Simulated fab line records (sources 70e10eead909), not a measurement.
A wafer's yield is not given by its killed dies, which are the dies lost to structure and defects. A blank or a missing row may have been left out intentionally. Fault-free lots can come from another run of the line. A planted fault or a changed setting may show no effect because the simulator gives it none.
Matching of chambers + flow nand harc + 4 sister chambers for NHARC_A_STAIRCASE_ETCH_453 on rie diel-07
The step etches the open film in CF4/O2, target depth 30 nm, overetch 3 nm, time 16.5 s. 8 wafers are shown with their chamber, then 7 later ones without.

== WAFERS, EACH WITH ITS CHAMBER ==
| wafer  | chamber | drypump motor current A (A) | showerhead plenum p Torr (Torr) |
|--------|---------|-----------------------------|---------------------------------|
| L607.4 | 3       | 5.3                         | 1.31                            |
| L612.1 | 0       | 6.1                         | 1.41                            |
| L612.5 | 1       | 5.0                         | 1.37                            |
| L622.2 | 3       | 5.2                         | 1.31                            |
| L622.3 | 0       | 6.1                         | 1.40                            |
| L622.4 | 2       | 5.2                         | 1.37                            |
| L624.4 | 2       | 5.2                         | 1.37                            |
| L624.5 | 1       | 5.0                         | 1.36                            |

== WAFERS WITHOUT THEIR CHAMBER ==
| wafer  | drypump motor current A (A) | showerhead plenum p Torr (Torr) |
|--------|-----------------------------|---------------------------------|
| L624.6 | 5.2                         | 1.37                            |
| L625.1 | 5.2                         | 1.37                            |
| L625.2 | 5.0                         | 1.36                            |
| L625.4 | 5.3                         | 1.30                            |
| L626.1 | 6.1                         | 1.40                            |
| L626.3 | 5.2                         | 1.37                            |
| L626.4 | 5.0                         | 1.36                            |

== EACH ONE'S CHAMBER ==
| wafer  | from the rows above | in truth |
|--------|---------------------|----------|
| L624.6 | 2                   | 2        |
| L625.1 | 2                   | 2        |
| L625.2 | 1                   | 1        |
| L625.4 | 3                   | 3        |
| L626.1 | 0                   | 0        |
| L626.3 | 2                   | 2        |
| L626.4 | 1                   | 1        |
Placed correctly: 7 of 7. Number that these rows cannot place: 0. Placed wrongly: 0.
How it was worked out, from the rows above alone: a wafer's distance from a chamber is the root of the sum, over the readings, of the square of ((its reading less the chamber's mean) divided by the reading's scatter). The wafer belongs to the nearest chamber; if the next one is less than 2 further off, it can't be placed. The mean given for a chamber averages the wafers shown for that chamber. The scatter is the square root of a quotient: the sum, over the shown wafers, of each reading's squared deviation from its chamber's mean, divided by wafers minus chambers.
